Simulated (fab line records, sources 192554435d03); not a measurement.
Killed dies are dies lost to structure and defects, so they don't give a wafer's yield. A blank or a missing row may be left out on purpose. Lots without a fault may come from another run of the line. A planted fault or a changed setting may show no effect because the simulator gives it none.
fab line records | flow n5_finfet
record lots=7 wafers=21
route steps=1938 shown GATE_CUT@501 MOL_CONTACT_COAG@584 BEOL_M0_SAQP@643 BEOL_M1@758 BEOL_M2@873 BEOL_M3@959 BEOL_M4@1021
start_h: hours from the record's first day to the start of the lot's first wafer shown | wait_h: hours since the lot's step before | " the same as in the row above | L1.1+2: a row that stands for several wafers | - no value, or no start given | * or withheld: withheld | < > ~ a bound
route shown NAME@n: a module of which the file shows steps, and the number in the route of the first | usual: mean/standard deviation of fault-free wafers | same: alike in all rows | chamber/n: place in a boat | sites: the reading at each site | _std_site: their standard deviation | _edge_site: outer sites' mean less inner sites' | radius_mm: how far each site lies from the wafer's centre | mask NAME#n: copy n | behind: the tool/chamber that last shaped the wafer | hold: why the lot was held/for how many hours/how that ended | device: the transistor (n, p or np) that didn't switch | end of line: the same wafers' tests at the end of the route | a step without rows: its recipe alone | killed: dies lost to structure and defects at the first sort, not the wafer's yield | map: a wafer's dies, x killed, . not, _ none there
set.NAME: the setting as run; set.NAME@STEP: as run at that earlier step | model.NAME: the simulator's own value behind a step, which no gauge read
lots whose settings were changed on purpose; a table a step, a row a wafer
## steps
# step N5_GATE_CUT_CUT_ETCH_54
# recipe chemistry=Cl2/BCl3 target=TiN mask_material=SiO2 target_depth_a=967 pressure_mtorr=10 icp_w=1000 bias_w=126 Cl2_flow_sccm=53.25 bcl3_flow_sccm=21.75 Ar_flow_sccm=25 ends=cleared
# usual etch_rf_on_time_s=36.1/0.43
# columns lot.wafer tool chamber start_h wait_h set.icp_w etch_rf_on_time_s
L077.1 rie_metal-02 1 104.96 0.0 1000 36.4
L077.4 " 1 " " 1000 36.5
L077.6 " 1 " " 1000 36.0
L080.2 rie_metal-02 0 124.54 0.0 1168 31.1
L080.5 " 1 " " 1168 31.5
L080.6 " 0 " " 1000 35.2
L082.4 rie_metal-02 1 136.03 0.0 1000 36.1
L082.5 " 1 " " 1000 36.2
L082.6 " 0 " " 1091 32.8
L089.2 rie_metal-01 0 174.66 0.0 905.3 39.6
L089.3 " 0 " " 1000 36.9
L089.5 " 0 " " 905.3 39.9
L090.3 rie_metal-02 1 186.39 0.0 1000 36.3
L090.5 " 1 " " 1000 36.2
L090.6 " 0 " " 1000 35.6
L092.1 rie_metal-02 1 197.72 0.0 953.1 38.1
L092.4 " 1 " " 953.1 38.4
L092.5 " 0 " " 953.1 37.5
L096.3 rie_metal-03 0 217.26 0.0 1000 36.4
L096.5 " 1 " " 1000 35.7
L096.6 " 0 " " 1000 36.2
# step N5_MOL_CONTACT_COAG_ETCHBACK_135
# recipe chemistry=CHF3 target=SiO2 target_depth_a=250 time_s=16.7 ion_energy_ev=200 pressure_mtorr=30 source_w=610 bias_w=170 Ar_flow_sccm=200 CHF3_flow_sccm=50
# columns lot.wafer tool chamber start_h wait_h set.time_s model.SOC_of_MOL_CONTACT_COAG_COAT_75.thk_nm
L077.1+6 rie_diel-02 0,1 119.28 0.0 16.7 57.4
L077.4 " 0 " " 19.68 56.8
L080.2 rie_diel-02 2 138.33 0.0 17.98 57.4
L080.5 " 1 " " 16.7 57.6
L080.6 " 0 " " 17.98 57.2
L082.4 rie_diel-03 3 153.08 0.0 14.29 57.8
L082.5 " 2 " " 16.7 57.4
L082.6 " 1 " " 14.29 58
L089.2 rie_diel-04 1 190.84 0.0 19.35 56.6
L089.3+5 " 2,3 " " 16.7 57
L090.3 rie_diel-04 3 201.71 0.0 15.17 57.6
L090.5+6 " 1,2 " " 16.7 57.4
L092.1+5 rie_diel-03 1,2 209.45 0.0 16.7 57.6
L092.4 " 3 " " 16.7 57.8
L096.3+5+6 rie_diel-02 0,3,2 233.66 0.0 16.7 57.4
# step N5_BEOL_M0_SAQP_COAT_08
# recipe resist=CAR-ArF spin_rpm=1500 resist_thk_nm=90
# columns lot.wafer tool chamber start_h wait_h set.spin_rpm model.CAR-ArF_of_BEOL_M0_SAQP_COAT_08.thk_nm
L077.1 litho_track-04 0 - - 1500 90.4
L077.4+6 " 0 " " 1383 93.6
L080.2+6 litho_track-05 0 - - 1500 90.2
L080.5 " 0 " " 1428 92.2
L082.4 litho_track-04 0 - - 1500 90.4
L082.5+6 " 0 " " 1500 90
L089.2 litho_track-05 0 - - 1500 89.4
L089.3 " 0 " " 1352 94.4
L089.5 " 0 " " 1352 94.2
L090.3 litho_track-02 0 - - 1500 90.4
L090.5 " 0 " " 1500 90.2
L090.6 " 0 " " 1500 90
L092.1 litho_track-02 0 - - 1500 90.2
L092.4 " 0 " " 1380 93.8
L092.5 " 0 " " 1380 94
L096.3 litho_track-04 0 - - 1500 89.6
L096.5 " 0 " " 1500 89.8
L096.6 " 0 " " 1500 90
# step N5_BEOL_M0_SAQP_EBR_10
# recipe solvent=PGMEA ebr_width_mm=1.5
# step N5_BEOL_M0_SAQP_SOFTBAKE_09
# recipe temp_c=110 time_s=60 resist=CAR-ArF
# step N5_BEOL_M0_SAQP_DESCUM_19
# recipe chemistry=O2 time_s=7.9 source_power_w=50 bias_power_w=20 pressure_mtorr=20 rf_frequency_hz=2.712e+07 temp_c=40 resist=CAR-ArF o2_flow_sccm=225
# step N5_BEOL_M0_SAQP_ETCH_83
# recipe chemistry=CF4 target=SiARC target_depth_a=390 mask_material=CAR-ArF time_s=65 ion_energy_ev=80 pressure_mtorr=40 source_w=545 bias_w=36 Ar_flow_sccm=100 cf4_flow_sccm=100 ends=cleared
# columns lot.wafer tool chamber start_h wait_h set.spin_rpm@BEOL_M0_SAQP_COAT_08 model.CAR-ArF_of_BEOL_M0_SAQP_COAT_08.thk_nm
L077.1 rie_diel-01 1 127.24 0.0 1500 55.8
L077.4 " 3 " " 1383 59
L077.6 " 0 " " 1383 59.2
L080.2+6 rie_diel-05 1,2 147.11 0.0 1500 55.6
L080.5 " 3 " " 1428 57.6
L082.4+6 rie_diel-01 2,0 160.46 0.0 1500 55.6
L082.5 " 3 " " 1500 55.2
L089.2 rie_diel-05 3 201.15 0.0 1500 54.8
L089.3+5 " 3,2 " " 1352 59.8
L090.3 rie_diel-05 3 209.25 0.0 1500 56
L090.5 " 0 " " 1500 55.8
L090.6 " 2 " " 1500 55.6
L092.1 rie_diel-05 0 219.29 0.0 1500 55.6
L092.4+5 " 0,3 " " 1380 59.4
L096.3 rie_diel-06 2 241.59 0.0 1500 55
L096.5+6 " 0,1 " " 1500 55.4
# step N5_BEOL_M0_SAQP_DESCUM_45
# recipe chemistry=O2 time_s=7 source_power_w=50 bias_power_w=20 pressure_mtorr=20 rf_frequency_hz=2.712e+07 temp_c=40 resist=CAR-EUV o2_flow_sccm=225
# columns lot.wafer tool chamber start_h wait_h set.time_s model.CAR-EUV_of_BEOL_M0_SAQP_COAT_34.thk_nm
L077.1+4 rie_diel-01 1,0 132.17 0.0 6.535 26.4
L077.6 " 3 " " 7 26
L080.2 rie_diel-01 0 151.49 0.0 7 26.2
L080.5 " 2 " " 7 26
L080.6 " 3 " " 7.919 25.6
L082.4+5 rie_diel-06 0,3 164.56 0.0 7 26.2
L082.6 " 0 " " 8.14 25.6
L089.2 rie_diel-06 0 205.63 0.3 7 26.2
L089.3+5 " 1 " " 7 26
L090.3+6 rie_diel-06 1 213.20 0.2 6.481 26.4
L090.5 " 0 " " 7 26.2
L092.1+4+5 rie_diel-05 0,2,3 223.10 0.0 7 26
L096.3+5+6 rie_diel-06 1,0,3 246.66 0.0 7 26
# step N5_BEOL_M1_COAT_05
# recipe resist=CAR-EUV spin_rpm=1500 resist_thk_nm=30
# columns lot.wafer tool chamber start_h wait_h set.spin_rpm model.CAR-EUV_of_BEOL_M1_COAT_05.thk_nm
L077.1+6 litho_track-03 0 - - 1500 30
L077.4 " 0 " " 1550 29.6
L080.2 litho_track-03 0 - - 1500 30.2
L080.5 " 0 " " 1500 30
L080.6 " 0 " " 1450 30.4
L082.4 litho_track-04 0 - - 1500 30
L082.5 " 0 " " 1583 29.2
L082.6 " 0 " " 1583 29.4
L090.3+6 litho_track-03 0 - - 1500 30
L090.5 " 0 " " 1427 30.8
L089.2+5 litho_track-04 0 - - 1500 30
L089.3 " 0 " " 1383 31.4
L092.1 litho_track-03 0 - - 1616 29
L092.4 " 0 " " 1616 28.8
L092.5 " 0 " " 1500 30
L096.3+5+6 litho_track-03 0 - - 1500 30
# step N5_BEOL_M1_EBR_07
# recipe solvent=PGMEA ebr_width_mm=1.5
# step N5_BEOL_M1_SOFTBAKE_06
# recipe temp_c=110 time_s=60 resist=CAR-EUV
# step N5_BEOL_M1_DESCUM_16
# recipe chemistry=O2 time_s=7 source_power_w=50 bias_power_w=20 pressure_mtorr=20 rf_frequency_hz=2.712e+07 temp_c=40 resist=CAR-EUV o2_flow_sccm=225
# step N5_BEOL_M1_ETCH_74
# recipe chemistry=N2/H2 target=underlayer target_depth_a=65 mask_material=CAR-EUV time_s=5.2 ion_energy_ev=200 pressure_mtorr=30 source_w=840 bias_w=150 n2_flow_sccm=200 h2_flow_sccm=200 ends=cleared
# columns lot.wafer tool chamber start_h wait_h set.spin_rpm@BEOL_M1_COAT_05 model.CAR-EUV_of_BEOL_M1_COAT_05.thk_nm
L077.1+6 rie_diel-05 2,1 141.74 0.0 1500 20.2
L077.4 " 0 " " 1550 20
L080.2+5 rie_diel-06 3,1 166.59 0.0 1500 20.4
L080.6 " 2 " " 1450 20.8
L082.4 rie_diel-05 0 173.42 0.0 1500 20.2
L082.5+6 " 2,3 " " 1583 19.6
L090.3 rie_diel-05 2 224.71 0.0 1500 20.4
L090.5 " 2 " " 1427 21.2
L090.6 " 1 " " 1500 20.2
L089.2+5 rie_diel-05 0,2 224.93 0.0 1500 20.4
L089.3 " 1 " " 1383 21.6
L092.1+4 rie_diel-05 2,0 233.19 0.0 1616 19.2
L092.5 " 1 " " 1500 20.2
L096.3+6 rie_diel-06 3,0 257.85 0.0 1500 20.4
L096.5 " 1 " " 1500 20.2
# step N5_BEOL_M1_EXPOSE_25
# recipe mask_id=V0 na=0.33 source_shape=quasar sigma_inner=0.2 sigma_outer=0.8 polarization=unpolarized defocus_nm=5 target_cd_nm=24 dose_mj=63
# columns lot.wafer tool chamber start_h wait_h mask set.dose_mj
L077.1 euv_scanner-01 0 142.43 - V0#0 63
L077.4+6 " 0 " " V0#0 58.35
L080.2 euv_scanner-01 0 167.16 - V0#0 63
L080.5+6 " 0 " " V0#0 65.88
L082.4+5 euv_scanner-02 0 174.02 - V0#0 66.4
L082.6 " 0 " " V0#0 63
L090.3+5 euv_scanner-02 0 225.42 - V0#0 63
L090.6 " 0 " " V0#0 61.76
L089.2+5 euv_scanner-01 0 225.70 - V0#0 63
L089.3 " 0 " " V0#0 66.86
L092.1 euv_scanner-02 0 233.88 - V0#0 63
L092.4+5 " 0 " " V0#0 61.5
L096.3+5+6 euv_scanner-02 0 258.56 - V0#0 63
# step N5_BEOL_M1_PEB_26
# recipe peb_temp_c=100 peb_time_s=60 resist=CAR-EUV
# step N5_BEOL_M1_DEVELOP_27
# recipe develop_time_s=30 developer=TMAH resist=CAR-EUV rinse_liquid=surfactant_rinse dry=air_spin dev_temp_c=23
# step N5_BEOL_M1_CD_MEAS_28
# recipe landing_energy_ev=500 detector=se_inlens target_cd_y_nm=23.3
# usual cd_nm=23.98/0.27
# columns lot.wafer tool chamber start_h wait_h set.dose_mj@BEOL_M1_EXPOSE_25 cd_nm
L077.1 cd_sem-03 0 142.58 - 63 24.04
L077.4 " 0 " " 58.35 22.36
L077.6 " 0 " " 58.35 22.31
L080.2 cd_sem-02 0 167.30 - 63 23.93
L080.5 " 0 " " 65.88 24.73
L080.6 " 0 " " 65.88 24.95
L082.4 cd_sem-03 0 174.14 - 66.4 25.10
L082.5 " 0 " " 66.4 25.18
L082.6 " 0 " " 63 23.94
L090.3 cd_sem-02 0 225.55 - 63 23.74
L090.5 " 0 " " 63 23.78
L090.6 " 0 " " 61.76 23.16
L089.2 cd_sem-02 0 225.84 - 63 23.94
L089.3 " 0 " " 66.86 25.15
L089.5 " 0 " " 63 23.21
L092.1 cd_sem-03 0 234.03 - 63 23.92
L092.4 " 0 " " 61.5 23.53
L092.5 " 0 " " 61.5 23.54
L096.3 cd_sem-03 0 258.69 - 63 24.04
L096.5 " 0 " " 63 24.22
L096.6 " 0 " " 63 24.18
# step N5_BEOL_M1_ETCH_70
# recipe chemistry=N2/H2 target=SOC target_depth_a=800 overetch_a=160 mask_material=SiARC temp_c=40 time_s=120 ion_energy_ev=200 pressure_mtorr=30 source_w=840 bias_w=150 n2_flow_sccm=200 h2_flow_sccm=200
# usual rf_vpp_V=523.2/2.8
# columns lot.wafer tool chamber start_h wait_h set.bias_w rf_vpp_V model.SiARC_of_BEOL_M1_COAT_68.thk_nm
L077.1 rie_diel-01 2 143.09 0.0 150 522.4 6
L077.4 " 0 " " 177 577.2 5.2
L077.6 " 2 " " 150 523.6 6
L080.2 rie_diel-05 2 167.87 0.0 159.7 542.9 5.6
L080.5 " 2 " " 150 521.4 6
L080.6 " 1 " " 150 524.8 6.2
L082.4 rie_diel-06 1 176.02 0.0 150 525.1 6.6
L082.5 " 1 " " 171 568.3 5.6
L082.6 " 2 " " 150 519.7 6.2
L090.3 rie_diel-06 1 226.49 0.0 172.6 570.7 5.4
L090.5 " 3 " " 150 522.8 6.4
L090.6 " 0 " " 172.6 571.8 5.6
L089.2 rie_diel-05 2 226.99 0.0 150 520.6 6.2
L089.3 " 1 " " 150 523.1 6.2
L089.5 " 2 " " 150 520.5 6.2
L092.1 rie_diel-06 0 235.60 0.0 150 523.0 6.6
L092.4 " 2 " " 150 517.8 6.2
L092.5 " 0 " " 150 524.5 6.6
L096.3 rie_diel-05 1 264.62 0.0 150 524.2 6.2
L096.5 " 3 " " 150 525.8 6.2
L096.6 " 0 " " 150 529.4 6.4
# step N5_BEOL_M1_STRIP_71
# recipe chemistry=N2/H2 temp_c=40 n2_flow_sccm=200 h2_flow_sccm=200 rf_frequency_hz=6e+07
# step N5_BEOL_M1_STRIP_78
# recipe chemistry=N2/H2 temp_c=40 n2_flow_sccm=200 h2_flow_sccm=200 rf_frequency_hz=6e+07
# step N5_BEOL_M1_VIA_ETCH_34
# recipe chemistry=C4F6/O2 target_depth_a=678 mask_material=SOC pressure_mtorr=15 ion_energy_ev=250 taper_deg=4 time_s=64.4 source_w=350 bias_w=170 Ar_flow_sccm=300 C4F6_flow_sccm=10 O2_flow_sccm=10
# columns lot.wafer tool chamber start_h wait_h set.dose_mj@BEOL_M1_EXPOSE_25 model.BEOL_M1.cd_nm
L077.1 rie_diel-01 2 143.19 0.0 63 18
L077.4+6 " 0,2 " " 58.35 16.4
L080.2 rie_diel-05 2 167.97 0.0 63 17.6
L080.5 " 2 " " 65.88 18.6
L080.6 " 1 " " 65.88 19
L082.4 rie_diel-06 1 176.12 0.0 66.4 18.6
L082.5 " 1 " " 66.4 18.8
L082.6 " 2 " " 63 17.6
L090.3 rie_diel-06 1 226.59 0.0 63 17.8
L090.5 " 3 " " 63 17.4
L090.6 " 0 " " 61.76 17.4
L089.2 rie_diel-05 2 227.09 0.0 63 18.2
L089.3 " 1 " " 66.86 18.8
L089.5 " 2 " " 63 18
L092.1 rie_diel-06 0 235.70 0.0 63 18
L092.4 " 2 " " 61.5 17.8
L092.5 " 0 " " 61.5 17.4
L096.3+5 rie_diel-05 1,3 264.72 0.0 63 18
L096.6 " 0 " " 63 18.2
# step N5_BEOL_M2_EXPOSE_25
# recipe mask_id=V1 na=0.33 source_shape=quasar sigma_inner=0.2 sigma_outer=0.8 polarization=unpolarized defocus_nm=5 dose_mj=63
# columns lot.wafer tool chamber start_h wait_h mask set.dose_mj
L077.1 euv_scanner-01 0 152.95 - V1#0 66.59
L077.4+6 " 0 " " V1#0 63
L080.2+6 euv_scanner-02 0 174.47 - V1#0 64.89
L080.5 " 0 " " V1#0 63
L082.4 euv_scanner-02 0 184.50 - V1#0 63
L082.5+6 " 0 " " V1#0 60.82
L090.3+5+6 euv_scanner-02 0 235.44 - V1#0 63
L089.2+3+5 euv_scanner-01 0 236.18 - V1#0 63
L092.1 euv_scanner-01 0 242.63 - V1#0 60.45
L092.4+5 " 0 " " V1#0 63
L096.3+5+6 euv_scanner-02 0 271.66 - V1#0 63
# step N5_BEOL_M2_PEB_26
# recipe peb_temp_c=100 peb_time_s=60 resist=CAR-EUV
# step N5_BEOL_M2_DEVELOP_27
# recipe develop_time_s=30 developer=TMAH resist=CAR-EUV rinse_liquid=surfactant_rinse dry=air_spin dev_temp_c=23
# step N5_BEOL_M2_CD_MEAS_28
# recipe target_cd_nm=26.2 landing_energy_ev=500 detector=se_inlens target_cd_y_nm=24.1 polarity=opening
# usual cd_nm=26.28/0.25
# columns lot.wafer tool chamber start_h wait_h set.dose_mj@BEOL_M2_EXPOSE_25 cd_nm
L077.1 cd_sem-01 0 153.09 - 66.59 27.32
L077.4 " 0 " " 63 26.14
L077.6 " 0 " " 63 26.15
L080.2 cd_sem-01 0 174.61 - 64.89 26.73
L080.5 " 0 " " 63 26.24
L080.6 " 0 " " 64.89 27.16
L082.4 cd_sem-02 0 184.62 - 63 26.30
L082.5 " 0 " " 60.82 25.87
L082.6 " 0 " " 60.82 25.64
L090.3 cd_sem-02 0 235.57 - 63 26.29
L090.5 " 0 " " 63 26.57
L090.6 " 0 " " 63 26.51
L089.2 cd_sem-01 0 236.32 - 63 26.05
L089.3 " 0 " " 63 26.35
L089.5 " 0 " " 63 26.13
L092.1 cd_sem-03 0 242.78 - 60.45 25.33
L092.4 " 0 " " 63 26.13
L092.5 " 0 " " 63 25.99
L096.3 cd_sem-01 0 271.79 - 63 26.43
L096.5 " 0 " " 63 26.32
L096.6 " 0 " " 63 26.61
# step N5_BEOL_M3_COAT_76
# recipe resist=underlayer temp_c=205 time_s=60 spin_rpm=1500 resist_thk_nm=5
# columns lot.wafer tool chamber start_h wait_h set.spin_rpm
L077.1+4 litho_track-05 0 - - 1500
L077.6 " 0 " " 1619
L080.2 litho_track-01 0 - - 1500
L080.5+6 " 0 " " 1350
L082.4 litho_track-05 0 - - 1442
L082.5+6 " 0 " " 1500
L090.3+5+6 litho_track-03 0 - - 1500
L092.1+4+5 litho_track-01 0 - - 1500
L089.2+3 litho_track-01 0 - - 1500
L089.5 " 0 " " 1427
L096.3+5+6 litho_track-03 0 - - 1500
# step N5_BEOL_M3_COAT_22
# recipe resist=CAR-EUV spin_rpm=1500 resist_thk_nm=30
# step N5_BEOL_M3_EBR_24
# recipe solvent=PGMEA ebr_width_mm=1.5
# step N5_BEOL_M3_DESCUM_33
# recipe chemistry=O2 time_s=7 source_power_w=50 bias_power_w=20 pressure_mtorr=20 rf_frequency_hz=2.712e+07 temp_c=40 resist=CAR-EUV o2_flow_sccm=225
# step N5_BEOL_M3_ETCH_77
# recipe chemistry=N2/H2 target=underlayer target_depth_a=65 mask_material=CAR-EUV time_s=5.2 ion_energy_ev=200 pressure_mtorr=30 source_w=840 bias_w=150 n2_flow_sccm=200 h2_flow_sccm=200 ends=cleared
# columns lot.wafer tool chamber start_h wait_h set.spin_rpm@BEOL_M3_COAT_76 model.etch.depth_nm
L077.1 rie_diel-05 0 160.81 0.0 1500 4.996
L077.4 " 1 " " 1500 5.005
L077.6 " 3 " " 1619 4.821
L080.2 rie_diel-06 3 185.26 0.0 1500 5.01
L080.5 " 1 " " 1350 5.264
L080.6 " 0 " " 1350 5.267
L082.4 rie_diel-06 3 195.57 0.0 1442 5.107
L082.5 " 1 " " 1500 5.016
L082.6 " 2 " " 1500 5.01
L090.3 rie_diel-01 1 249.43 0.0 1500 4.988
L090.5 " 3 " " 1500 4.998
L090.6 " 1 " " 1500 4.968
L092.1 rie_diel-05 3 255.88 0.0 1500 4.994
L092.4 " 0 " " 1500 4.995
L092.5 " 1 " " 1500 5.002
L089.2 rie_diel-05 1 256.93 0.0 1500 4.987
L089.3 " 3 " " 1500 4.994
L089.5 " 0 " " 1427 5.128
L096.3 rie_diel-01 0 285.52 0.0 1500 4.979
L096.5 " 0 " " 1500 4.986
L096.6 " 3 " " 1500 4.975
# step N5_BEOL_M4_ILD_DEP_00
# recipe material=SiOC target_thk_a=790 temp_c=350 precursor=DEMS/O2 pressure_torr=5 rf_w=500 time_s=15.3
# columns lot.wafer tool chamber start_h wait_h set.time_s model.SiOC_of_BEOL_M4_ILD_DEP_00.thk_nm
L077.1 pecvd-04 0 169.98 0.0 16.29 83.2
L077.4 " 1 " " 15.3 78.4
L077.6 " 2 " " 16.29 84.6
L080.2 pecvd-03 1 193.13 0.0 17.34 88.6
L080.5 " 0 " " 15.3 80
L080.6 " 1 " " 17.34 89.4
L082.4 pecvd-04 1 201.41 0.1 17.36 88.8
L082.5 " 2 " " 15.3 78.6
L082.6 " 0 " " 17.36 89.2
L090.3 pecvd-03 0 254.80 0.0 14.35 73.4
L090.5 " 1 " " 15.3 79.8
L090.6 " 2 " " 14.35 74.2
L092.1 pecvd-01 1 262.15 0.0 15.3 79.6
L092.4 " 0 " " 14.27 75.4
L092.5 " 2 " " 15.3 80.8
L089.2 pecvd-04 0 264.02 0.0 15.3 78.2
L089.3 " 2 " " 15.3 78
L089.5 " 2 " " 15.3 78.8
L096.3 pecvd-01 0 291.56 0.0 15.3 78.8
L096.5 " 1 " " 15.3 80.2
L096.6 " 0 " " 15.3 81.6
# step N5_BEOL_M4_THK_MEAS_01
# recipe reads=SiOC_of_BEOL_M4_ILD_DEP_00
# usual M4_ILD_THK=79.2/1
# columns lot.wafer tool chamber start_h wait_h set.time_s@BEOL_M4_ILD_DEP_00 M4_ILD_THK[nm]
L077.1 film_metro-02 - 170.04 0.0 16.29 83.2
L077.4 " - " " 15.3 78.4
L077.6 " - " " 16.29 84.7
L080.2 film_metro-01 - 193.20 0.1 17.34 88.6
L080.5 " - " " 15.3 79.9
L080.6 " - " " 17.34 89.5
L082.4 film_metro-01 - 201.46 0.0 17.36 88.8
L082.5 " - " " 15.3 78.5
L082.6 " - " " 17.36 89.3
L090.3 film_metro-01 - 254.87 0.1 14.35 73.4
L090.5 " - " " 15.3 79.7
L090.6 " - " " 14.35 74.3
L092.1 film_metro-01 - 262.22 0.0 15.3 79.6
L092.4 " - " " 14.27 75.3
L092.5 " - " " 15.3 80.7
L089.2 film_metro-02 - 264.09 0.1 15.3 78.2
L089.3 " - " " 15.3 77.9
L089.5 " - " " 15.3 78.8
L096.3 film_metro-01 - 291.63 0.1 15.3 78.8
L096.5 " - " " 15.3 80.3
L096.6 " - " " 15.3 81.4
## key
split step=N5_GATE_CUT_CUT_ETCH_54 setting=icp_w stated=1000 by=wafer
response step=N5_GATE_CUT_CUT_ETCH_54 reading=etch_rf_on_time_s change=* per=1% r=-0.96
split step=N5_MOL_CONTACT_COAG_ETCHBACK_135 setting=time_s stated=16.7 by=wafer
response step=N5_MOL_CONTACT_COAG_ETCHBACK_135 reading=model.SOC_of_MOL_CONTACT_COAG_COAT_75.thk_nm change=-0.0308 per=1% r=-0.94
split step=N5_BEOL_M0_SAQP_COAT_08 setting=spin_rpm stated=1500 by=wafer
response step=N5_BEOL_M0_SAQP_COAT_08 reading=model.CAR-ArF_of_BEOL_M0_SAQP_COAT_08.thk_nm change=-0.459 per=1% r=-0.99
response step=N5_BEOL_M0_SAQP_ETCH_83 reading=model.CAR-ArF_of_BEOL_M0_SAQP_COAT_08.thk_nm change=-0.469 per=1% r=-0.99
split step=N5_BEOL_M0_SAQP_DESCUM_45 setting=time_s stated=7 by=wafer
response step=N5_BEOL_M0_SAQP_DESCUM_45 reading=model.CAR-EUV_of_BEOL_M0_SAQP_COAT_34.thk_nm change=-0.0382 per=1% r=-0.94
split step=N5_BEOL_M1_COAT_05 setting=spin_rpm stated=1500 by=wafer
response step=N5_BEOL_M1_COAT_05 reading=model.CAR-EUV_of_BEOL_M1_COAT_05.thk_nm change=-0.15 per=1% r=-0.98
response step=N5_BEOL_M1_ETCH_74 reading=model.CAR-EUV_of_BEOL_M1_COAT_05.thk_nm change=-0.136 per=1% r=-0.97
split step=N5_BEOL_M1_EXPOSE_25 setting=dose_mj stated=63 by=wafer
response step=N5_BEOL_M1_CD_MEAS_28 reading=cd_nm change=+0.231 per=1% r=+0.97
response step=N5_BEOL_M1_VIA_ETCH_34 reading=model.BEOL_M1.cd_nm change=+0.19 per=1% r=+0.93
split step=N5_BEOL_M1_ETCH_70 setting=bias_w stated=150 by=wafer
response step=N5_BEOL_M1_ETCH_70 reading=rf_vpp_V change=+3.14 per=1% r=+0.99
response step=N5_BEOL_M1_ETCH_70 reading=model.SiARC_of_BEOL_M1_COAT_68.thk_nm change=-0.0537 per=1% r=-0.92
split step=N5_BEOL_M2_EXPOSE_25 setting=dose_mj stated=63 by=wafer
response step=N5_BEOL_M2_CD_MEAS_28 reading=cd_nm change=+0.195 per=1% r=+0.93
split step=N5_BEOL_M3_COAT_76 setting=spin_rpm stated=1500 by=wafer
response step=N5_BEOL_M3_ETCH_77 reading=model.etch.depth_nm change=-0.0248 per=1% r=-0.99
split step=N5_BEOL_M4_ILD_DEP_00 setting=time_s stated=15.3 by=wafer
response step=N5_BEOL_M4_ILD_DEP_00 reading=model.SiOC_of_BEOL_M4_ILD_DEP_00.thk_nm change=+0.753 per=1% r=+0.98
response step=N5_BEOL_M4_THK_MEAS_01 reading=M4_ILD_THK change=+0.76 per=1% r=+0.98
